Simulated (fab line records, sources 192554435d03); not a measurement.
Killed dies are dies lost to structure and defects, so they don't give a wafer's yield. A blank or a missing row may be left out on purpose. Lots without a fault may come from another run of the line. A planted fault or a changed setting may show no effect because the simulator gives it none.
A struck lot beside a sound one | flow n5_finfet | 15 steps out of a route of 1938
Sound: wafers L577.2, L577.3, L577.5. Struck: wafers L594.1, L594.2, L594.3. The cause comes at the end.
At each step with rows: each side's tool, then ch and its chambers, then its first start. Under that, the readings that differ: sound wafers | struck wafers | difference of the means | sigmas: that difference in standard deviations of wafers without a fault.
alike: readings whose means differ by less than 2 such deviations, and words and numbers that are the same on both sides. not compared: withheld readings, readings that some wafer has no value for, bounds like >300 that may hide the same value, and numbers for which the record gives no deviation and whose values overlap.
The two part at a step that has a row with sigmas, a row that says differs or no value, or rows on one side only. Numbers that don't overlap but have no deviation are shown without sigmas and don't part them. A reading that every wafer of one side lacks parts them only if that side has two wafers or more.

N5_BEOL_M10_CD_MEAS_28: target cd 70 nm.
  sound on cd_sem-03 ch 0, day 10 06:27; struck on cd_sem-02 ch 0, day 14 07:03
  alike: cd_nm
N5_BEOL_M10_OVL_MEAS_29:
  sound on overlay-02 ch 0, day 10 06:29; struck on overlay-01 ch 0, day 14 07:05
  reading     | sound          | struck      | difference | sigmas
  V9_OVL (nm) | -0.9 -0.5 -0.8 | 1.6 0.7 0.1 | +1.5       | +2
N5_BEOL_M10_INSPECT_30: inspects for defects (brightfield).
  sound on defect_inspect-02, day 10 06:30; struck on defect_inspect-02, day 14 07:07
  alike: raw_defect_count
then, 1 step without rows for these wafers: N5_BEOL_M10_DESCUM_33 (chemistry O2, time 7.9 s).
N5_BEOL_M10_ETCH_65: etches SiARC in CF4, target depth 39 nm, time 65 s.
  sound on rie_diel-03 ch 2, day 10 06:43; struck on rie_diel-03 ch 0,1,3, day 14 07:10
  alike: drypump_motor_current_A, etch_rf_on_time_s, oes_product_au, rf_vpp_V, showerhead_plenum_p_Torr, throttle_valve_pct
  not compared: rf_hours_counter_h
N5_BEOL_M10_ETCH_66: etches SOC in N2/H2, target depth 120 nm, overetch 24 nm, time 180 s.
  sound on rie_diel-03 ch 2, day 10 06:47; struck on rie_diel-03 ch 0,1,3, day 14 07:13
  reading               | sound          | struck         | difference | sigmas
  oes_product_au (a.u.) | 0.57 0.56 0.57 | 0.75 0.69 0.62 | +0.12      | +2
  alike: drypump_motor_current_A, rf_vpp_V, showerhead_plenum_p_Torr, throttle_valve_pct
  not compared: rf_hours_counter_h
then, 3 steps without rows for these wafers: N5_BEOL_M10_STRIP_69 (strips in N2/H2); N5_BEOL_M10_VIA_ETCH_34 (etches SiCOH lowk in C4F6/O2, target depth 184.5 nm, time 69.2 s); N5_BEOL_M10_STRIP_73 (strips in C4F6/O2).
N5_BEOL_M10_STRIP_36: strips in N2/H2.
  sound on rie_diel-03 ch 2, day 10 07:04; struck on rie_diel-03 ch 0,1,3, day 14 07:25
  alike: chamber_pressure_mTorr, drypump_motor_current_A, oes_product_au, power_w, rf_vpp_V, showerhead_plenum_p_Torr, throttle_valve_pct
  not compared: rf_hours_counter_h
N5_BEOL_M10_TRENCH_ETCH_37: etches SiCOH lowk in C4F6/O2, target depth 148.83 nm, time 48 s.
  sound on rie_diel-03 ch 2; struck on rie_diel-03 ch 0,1,3
  reading               | sound          | struck         | difference | sigmas
  oes_product_au (a.u.) | 0.69 0.69 0.69 | 0.96 0.85 0.75 | +0.16      | +2
  alike: drypump_motor_current_A, rf_vpp_V, showerhead_plenum_p_Torr, throttle_valve_pct
  not compared: rf_hours_counter_h
N5_BEOL_M10_ETCH_41: etches SiCN in CH3F/O2, target depth 42.6 nm, time 86 s.
  sound on rie_diel-03 ch 2; struck on rie_diel-03 ch 0,1,3
  reading               | sound          | struck         | difference | sigmas
  oes_product_au (a.u.) | 0.69 0.69 0.69 | 0.95 0.85 0.75 | +0.16      | +2
  alike: drypump_motor_current_A, rf_vpp_V, showerhead_plenum_p_Torr, throttle_valve_pct
  not compared: rf_hours_counter_h
N5_BEOL_M10_STRIP_77: strips in N2/H2, time 10 s.
  sound on rie_diel-03 ch 2, day 10 07:17; struck on rie_diel-03 ch 0,1,3, day 14 07:33
  reading                        | sound                | struck               | difference | sigmas
  chamber_pressure_mTorr (mTorr) | 19.991 20.029 20.019 | 14.003 14.003 13.968 | -6.022     | -99 or more
  alike: drypump_motor_current_A, oes_product_au, rf_vpp_V, showerhead_plenum_p_Torr, throttle_valve_pct
  not compared: rf_hours_counter_h
N5_BEOL_M10_OCD_MEAS_38:
  sound on ocd-01, day 10 07:23; struck on ocd-02, day 14 07:38
  alike: trench_depth_nm
N5_PASSIVATION_PROBE_49:
  the record has rows for the sound wafers here (prober-02, day 12 08:44) and none for the struck ones

WHERE THEY PART
First at N5_BEOL_M10_OVL_MEAS_29; last, within this record, at N5_PASSIVATION_PROBE_49.

WHY: what the simulator had put in
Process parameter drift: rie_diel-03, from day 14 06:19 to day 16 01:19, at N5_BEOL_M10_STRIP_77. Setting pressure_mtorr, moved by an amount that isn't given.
